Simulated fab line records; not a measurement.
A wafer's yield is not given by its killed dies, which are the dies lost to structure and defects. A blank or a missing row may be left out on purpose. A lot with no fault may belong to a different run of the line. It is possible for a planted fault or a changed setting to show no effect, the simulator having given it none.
fab line records	flow n5_finfet
record: lots: 9	wafers: 27	last_day: 17
route steps=1938 shown PMOS_HMC_CHANNEL_EPI@69 FIN_SAQP@102 BEOL_M4@1111
lots with no fault: from the same line, run without faults
start_h: start of the lot's first displayed wafer, in hours after the record's first day	wait_h: hours elapsed since this lot's preceding step	" identical to the entry in the row above	L1.1+2: a row that stands for several wafers	- no value present, or no start provided	* or withheld: withheld	< > ~ a bound
route shown NAME@n: names a module that has steps shown in the file, with the first one's number in the route	usual: mean/standard deviation taken from wafers without a fault	same: alike in all rows	chamber/n: place in a boat	sites: the reading at each site	_std_site: their standard deviation	_edge_site: outer sites' mean less inner sites'	radius_mm: for every site, how far away it sits from the centre of the wafer	mask NAME#n: copy n	behind: tool/chamber where the wafer was last shaped	hold: why the lot was held/for how many hours/how that ended	device: whichever transistor did not switch (one of n, p or np)	end of line: the tests these same wafers got at the end of their route	step lacking rows: just its recipe	killed: not the wafer's yield, but the dies lost to structure and defects at the first sort	map: shows each die of a wafer: x if killed, . if not, _ if none is there
set.NAME: the setting the step ran with; set.NAME@STEP: the setting that earlier step ran with	model.NAME: the simulator's own value behind a step, which no gauge read
the route's steps for a sample of lots (tables are steps, rows are wafers)
services: a tool's chamber out of use, with start hour (start_h, from the record's first day; less than 0 if before it), hours out, and reason
== steps ==
step: N5_PMOS_HMC_CHANNEL_EPI_ETCH_32
recipe: chemistry: N2/H2	target: BARC	stop_on: SiO2	target_depth_a: 858	over_etch_frac: 0.3	time_s: 50.3	ion_energy_ev: 200	mask_material: CAR-ArF-block	pressure_mtorr: 30	source_w: 840	bias_w: 150	n2_flow_sccm: 200	h2_flow_sccm: 200
usual: bias_w: 150.0/0.44	drypump_motor_current_A: 5.6/0.44	oes_product_au: 0.66/0.065	rf_vpp_V: 524.5/2.5	showerhead_plenum_p_Torr: 2.56/0.084	throttle_valve_pct: 17.81/0.27
lot.wafer	tool	chamber	start_h	wait_h	bias_w	drypump_motor_current_A	oes_product_au	rf_hours_counter_h	rf_vpp_V	showerhead_plenum_p_Torr	throttle_valve_pct
L235.1	rie_diel-02	0	24.11	0.0	150.1	5.9	0.60	241	519.8	2.39	17.54
L235.2	"	2	"	"	150.5	5.2	0.69	112	526.7	2.56	17.97
L235.4	"	3	"	"	150.4	5.7	0.67	124	527.4	2.65	17.66
L239.1	rie_diel-03	2	48.90	0.0	149.4	4.8	0.60	219	527.2	2.62	18.09
L239.2	"	3	"	"	150.4	5.3	0.63	153	523.6	2.54	17.78
L239.3	"	0	"	"	149.6	5.5	0.73	55	525.2	2.59	17.76
L246.2	rie_diel-05	0	89.84	0.0	150.1	6.5	0.60	205	523.3	2.52	18.16
L246.5	"	3	"	"	149.6	5.5	0.66	-	520.6	2.45	17.98
L246.6	"	0	"	"	150.0	6.4	0.60	-	522.7	2.52	18.18
L250.1	rie_diel-05	0	114.15	0.0	149.7	6.4	0.59	212	522.7	2.52	18.17
L250.3	"	3	"	"	150.0	5.5	0.65	142	522.7	2.45	17.98
L250.5	"	1	"	"	149.2	5.0	0.63	-	527.9	2.63	17.78
L251.1	rie_diel-03	2	120.13	0.0	149.8	4.9	0.59	243	526.8	2.61	18.14
L251.5	"	0	"	"	149.3	5.5	0.72	-	523.9	2.58	17.79
L251.6	"	3	"	"	150.6	5.3	0.62	-	523.6	2.53	17.82
L252.1	rie_diel-02	0	128.56	0.0	150.6	5.9	0.81	13	527.3	2.70	17.20
L252.2	"	2	"	"	150.3	5.2	0.66	148	523.9	2.55	18.03
L252.3	"	3	"	"	149.9	5.8	0.64	159	528.0	2.64	17.72
L253.1	rie_diel-02	1	132.08	0.0	150.2	5.4	0.76	20	525.4	2.59	17.58
L253.2	"	0	"	"	150.1	5.9	0.80	15	529.3	2.70	17.19
L253.4	"	3	"	"	149.6	5.8	0.65	161	527.0	2.64	17.74
L255.1	rie_diel-02	3	143.59	0.0	149.2	5.8	0.64	163	525.2	2.64	17.74
L255.4	"	2	"	"	150.6	5.2	0.66	152	523.8	2.54	18.03
L255.6	"	3	"	"	149.5	5.8	0.64	-	527.2	2.64	17.74
L256.2	rie_diel-02	0	149.49	0.0	148.9	5.9	0.80	20	527.2	2.70	17.21
L256.4	"	3	"	"	149.9	5.8	0.64	165	527.7	2.64	17.75
L256.6	"	2	"	"	150.0	5.2	0.67	-	524.6	2.54	18.04
step: N5_PMOS_HMC_CHANNEL_EPI_EPI_26
recipe: material: Si	target_thk_a: 38	temp_c: 650	precursor: SiH4/H2	pressure_torr: 20	time_s: 22.7
usual: chamber_pressure_Torr: 20.01/0.049	lamp_inner_pct: 14.5/0.58	susceptor_temp_C_max: 651.1/0.4	throttle_valve_pct: 10.98/0.17
lot.wafer	tool	chamber	start_h	wait_h	chamber_pressure_Torr	lamp_inner_pct	susceptor_temp_C_max	throttle_valve_pct
L235.1	epi_rpcvd-02	0	26.44	0.0	20.04	14.1	650.5	10.94
L235.2	"	0	"	"	20.03	14.1	651.2	10.93
L235.4	"	0	"	"	20.02	14.1	651.1	10.92
L239.1	epi_rpcvd-02	0	51.63	0.0	19.99	14.0	651.0	10.71
L239.2	"	0	"	"	20.02	14.0	651.7	11.17
L239.3	"	0	"	"	19.98	13.9	651.2	10.95
L246.2	epi_rpcvd-02	0	93.16	0.1	20.06	14.2	651.1	10.97
L246.5	"	0	"	"	20.04	14.1	650.6	11.25
L246.6	"	0	"	"	20.01	14.1	650.9	11.00
L250.1	epi_rpcvd-01	0	117.49	0.0	20.06	14.2	652.0	11.11
L250.3	"	0	"	"	19.98	13.9	651.4	11.05
L250.5	"	0	"	"	20.05	14.1	651.1	11.15
L251.1	epi_rpcvd-02	0	122.87	0.0	19.97	14.1	650.9	10.87
L251.5	"	0	"	"	19.97	14.2	650.9	10.95
L251.6	"	0	"	"	19.99	13.9	651.0	11.08
L252.1	epi_rpcvd-01	0	131.30	0.0	19.99	14.0	652.0	11.20
L252.2	"	0	"	"	19.98	13.9	652.1	11.06
L252.3	"	0	"	"	20.01	14.2	651.3	11.26
L253.1	epi_rpcvd-02	0	134.42	0.0	20.04	14.2	651.3	10.93
L253.2	"	0	"	"	20.11	14.3	651.2	11.07
L253.4	"	0	"	"	19.99	14.0	650.8	11.00
L255.1	epi_rpcvd-04	0	145.95	0.0	20.17	15.4	651.4	10.90
L255.4	"	0	"	"	20.02	15.2	651.2	10.92
L255.6	"	0	"	"	20.08	15.2	651.4	10.98
L256.2	epi_rpcvd-04	0	152.83	0.1	19.94	15.3	651.1	10.61
L256.4	"	0	"	"	19.97	15.1	651.3	11.04
L256.6	"	0	"	"	19.95	15.1	651.4	10.84
step: N5_FIN_SAQP_HM_DEP_72
recipe: material: SiO2	target_thk_a: 120	temp_c: 400	precursor: SiH4/N2O	pressure_torr: 0.75	rf_w: 275	time_s: 7.2
usual: chamber_pressure_Torr: 0.7502/0.0017	heater_power_w: 795/110	showerhead_plenum_p_Torr: 8.18/0.1
lot.wafer	tool	chamber	start_h	wait_h	chamber_pressure_Torr	heater_power_w	showerhead_plenum_p_Torr
L235.1	pecvd-01	0	27.78	0.0	0.7490	700	8.25
L235.2	"	1	"	"	0.7514	750	8.28
L235.4	"	2	"	"	0.7510	804	8.32
L239.1	pecvd-01	2	53.71	0.0	0.7510	803	8.32
L239.2	"	1	"	"	0.7520	657	8.29
L239.3	"	0	"	"	0.7510	689	8.25
L246.2	pecvd-04	2	94.67	0.0	0.7545	582	8.12
L246.5	"	0	"	"	0.7475	723	8.29
L246.6	"	2	"	"	0.7493	561	8.11
L250.1	pecvd-01	2	118.84	0.0	0.7491	820	8.29
L250.3	"	1	"	"	0.7489	789	8.27
L250.5	"	1	"	"	0.7505	792	8.29
L251.1	pecvd-02	1	124.11	0.0	0.7491	902	8.21
L251.5	"	2	"	"	0.7522	957	8.03
L251.6	"	1	"	"	0.7515	902	8.21
L252.1	pecvd-02	0	133.28	0.0	0.7505	754	8.01
L252.2	"	2	"	"	0.7484	989	8.05
L252.3	"	1	"	"	0.7503	836	8.18
L253.1	pecvd-02	0	136.55	0.0	0.7488	775	8.02
L253.2	"	1	"	"	0.7508	826	8.20
L253.4	"	1	"	"	0.7525	840	8.22
L255.1	pecvd-04	2	147.49	0.0	0.7478	637	8.13
L255.4	"	1	"	"	0.7520	953	8.23
L255.6	"	0	"	"	0.7502	783	8.29
L256.2	pecvd-01	0	154.18	0.0	0.7525	717	8.25
L256.4	"	2	"	"	0.7471	696	8.30
L256.6	"	1	"	"	0.7510	688	8.27
step: N5_FIN_SAQP_COAT_49
recipe: resist: SOC	temp_c: 250	time_s: 60	spin_rpm: 1500	resist_thk_nm: 100
usual: resist_line_temp_C: 22.97/0.1	spin_speed_rpm: 1499.9/1.1
lot.wafer	tool	chamber	start_h	wait_h	resist_line_temp_C	spin_speed_rpm
L235.1	litho_track-05	0	27.86	0.1	23.00	1499.5
L235.2	"	0	"	"	23.02	1500.0
L235.4	"	0	"	"	23.11	1499.1
L239.1	litho_track-05	0	53.79	0.1	23.11	1498.7
L239.2	"	0	"	"	23.14	1498.8
L239.3	"	0	"	"	23.03	1500.4
L246.2	litho_track-05	0	94.77	0.1	22.98	1435.7
L246.5	"	0	"	"	23.00	1435.4
L246.6	"	0	"	"	23.01	1435.9
L250.1	litho_track-05	0	118.91	0.1	22.98	1436.0
L250.3	"	0	"	"	22.96	1434.9
L250.5	"	0	"	"	22.89	1435.6
L251.1	litho_track-03	0	124.18	0.1	23.05	1500.0
L251.5	"	0	"	"	22.88	1500.7
L251.6	"	0	"	"	22.99	1500.6
L252.1	litho_track-03	0	133.36	0.1	22.92	1500.7
L252.2	"	0	"	"	22.99	1500.2
L252.3	"	0	"	"	23.01	1499.9
L253.1	litho_track-03	0	136.62	0.1	22.96	1499.1
L253.2	"	0	"	"	22.99	1498.1
L253.4	"	0	"	"	23.03	1499.6
L255.1	litho_track-03	0	147.56	0.1	22.85	1500.4
L255.4	"	0	"	"	22.96	1498.7
L255.6	"	0	"	"	23.01	1500.0
L256.2	litho_track-02	0	154.26	0.1	22.80	1500.6
L256.4	"	0	"	"	23.02	1501.2
L256.6	"	0	"	"	22.90	1499.7
step: N5_BEOL_M4_RC_MEAS_101
usual: DIBL_N: 36.4/1.5	DIBL_P: 36.6/1.9	IOFF_N: 0.155/0.021	IOFF_P: 0.211/0.028	ION_N: 671/8.6	ION_P: 462/5.8	SS_N: 71.5/0.5	SS_P: 73.4/0.58	VT_N: 250.1/2.4	VT_P: -250.1/3
lot.wafer	tool	chamber	start_h	wait_h	DIBL_N[mV/V]	DIBL_P[mV/V]	IOFF_N[nA/um]	IOFF_P[nA/um]	ION_N[uA/um]	ION_P[uA/um]	SS_N[mV/dec]	SS_P[mV/dec]	VT_N[mV]	VT_P[mV]
L235.1	prober-01	0	176.48	0.0	35.7	35.7	0.152	0.207	677	464	71.3	73.3	249.9	-250.3
L235.2	"	0	"	"	36.7	36.6	0.157	0.215	676	468	71.8	73.8	249.4	-251.7
L235.4	"	0	"	"	35.8	35.5	0.149	0.198	664	460	71.7	74.5	251.1	-249.5
L239.1	prober-01	0	190.62	0.0	34.9	34.8	0.137	0.224	657	464	70.6	72.8	254.1	-246.3
L239.2	"	0	"	"	34.0	33.9	0.129	0.204	661	463	70.9	72.6	256.0	-251.0
L239.3	"	0	"	"	33.9	33.5	0.126	0.202	660	466	71.0	72.7	249.6	-251.1
L246.2	prober-01	0	236.81	0.2	34.5	32.8	0.128	0.193	666	461	70.5	73.8	250.2	-249.4
L246.5	"	0	"	"	38.3	37.4	0.196	0.279	681	475	71.3	73.9	242.4	-240.7
L246.6	"	0	"	"	37.3	35.7	0.183	0.255	686	479	72.2	73.6	245.2	-242.6
L251.1	prober-01	0	268.67	0.0	37.4	37.4	0.165	0.216	673	456	72.4	73.7	249.8	-250.1
L251.5	"	0	"	"	37.3	37.3	0.157	0.215	661	459	72.3	73.1	250.2	-250.8
L251.6	"	0	"	"	37.6	37.9	0.167	0.225	669	466	71.7	73.4	250.1	-247.8
L250.1	prober-01	0	273.76	0.0	37.7	37.4	0.158	0.238	669	463	72.0	73.7	249.9	-249.9
L250.3	"	0	"	"	37.2	37.2	0.149	0.240	665	462	71.5	73.4	249.9	-250.2
L250.5	"	0	"	"	38.2	38.3	0.169	0.260	671	471	71.9	73.4	249.4	-246.3
L252.1	prober-02	0	277.96	0.0	36.0	38.0	0.171	0.222	670	463	71.5	73.3	250.0	-248.7
L252.2	"	0	"	"	34.9	37.0	0.152	0.204	670	466	71.0	72.7	250.4	-249.4
L252.3	"	0	"	"	35.9	38.0	0.169	0.232	677	467	71.0	73.0	249.7	-247.9
L253.1	prober-01	0	280.43	0.0	36.9	37.3	0.160	0.221	665	459	71.8	73.4	252.5	-247.9
L253.2	"	0	"	"	37.9	38.5	0.186	0.218	686	461	71.9	73.7	247.3	-250.5
L253.4	"	0	"	"	37.3	37.8	0.171	0.209	677	460	71.3	73.5	247.6	-250.5
L256.2	prober-01	0	297.41	0.2	32.6	33.7	0.128	0.168	670	469	71.4	72.8	252.5	-250.6
L256.4	"	0	"	"	34.9	35.5	0.152	0.209	677	471	71.3	73.7	249.9	-246.6
L256.6	"	0	"	"	34.2	34.8	0.143	0.188	679	467	71.7	73.1	251.6	-253.1
L255.1	prober-01	0	303.81	0.0	39.8	41.7	0.233	0.282	702	480	72.2	74.6	243.9	-246.3
L255.4	"	0	"	"	39.0	41.0	0.208	0.272	686	467	72.0	74.7	247.7	-247.1
L255.6	"	0	"	"	38.5	39.3	0.171	0.232	672	463	71.9	73.8	251.6	-249.3
== services ==
tool	chamber	start_h	hours	kind
pecvd-02	-	9.08	1.5	repair
pecvd-01	-	13.27	0.9	repair
rie_diel-02	3	20.04	2.6	repair
rie_diel-05	-	21.37	2.8	pm
rie_diel-05	0	30.39	36.1	repair
epi_rpcvd-04	-	42.99	0.5	pm
rie_diel-02	1	50.08	-	clean
rie_diel-02	1	50.08	-	consumable_replace:focus_ring
rie_diel-02	1	50.08	16.5	scheduled_down
rie_diel-02	1	50.08	16.5	vent_cycle
epi_rpcvd-04	-	51.50	2.8	pm
epi_rpcvd-01	-	55.10	0.6	repair
epi_rpcvd-02	-	62.08	2.8	pm
pecvd-02	-	64.73	0.8	repair
rie_diel-02	0	66.60	-	clean
rie_diel-02	0	66.60	-	consumable_replace:focus_ring
rie_diel-02	0	66.60	-	consumable_replace:showerhead
rie_diel-03	1	71.18	4.8	repair
rie_diel-05	1	79.88	4.9	repair
rie_diel-02	1	110.06	6.0	repair
epi_rpcvd-02	-	114.54	6.6	repair
rie_diel-03	-	130.92	0.7	repair
rie_diel-02	-	140.34	0.4	repair
rie_diel-03	1	149.89	4.6	repair
== key ==
first_sign: step: N5_FIN_SAQP_COAT_49	reading: spin_speed_rpm	direction: down	sigmas: 59	usual: *	struck: *
effect none on later readings
met_at N5_FIN_SAQP_COAT_49
struck_lots L246,L250
not_acting_at N5_PMOS_HMC_CHANNEL_EPI_ETCH_32,N5_PMOS_HMC_CHANNEL_EPI_EPI_26,N5_FIN_SAQP_HM_DEP_72
onset_between 53.79 94.77
fault: kind: process_parameter_drift	tool: litho_track-05	chamber: -	onset_h: 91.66	steps: N5_FIN_SAQP_COAT_49	channel: spin_rpm	offset: *	shape: step	end_h: 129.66	acts_in: *	stated: *
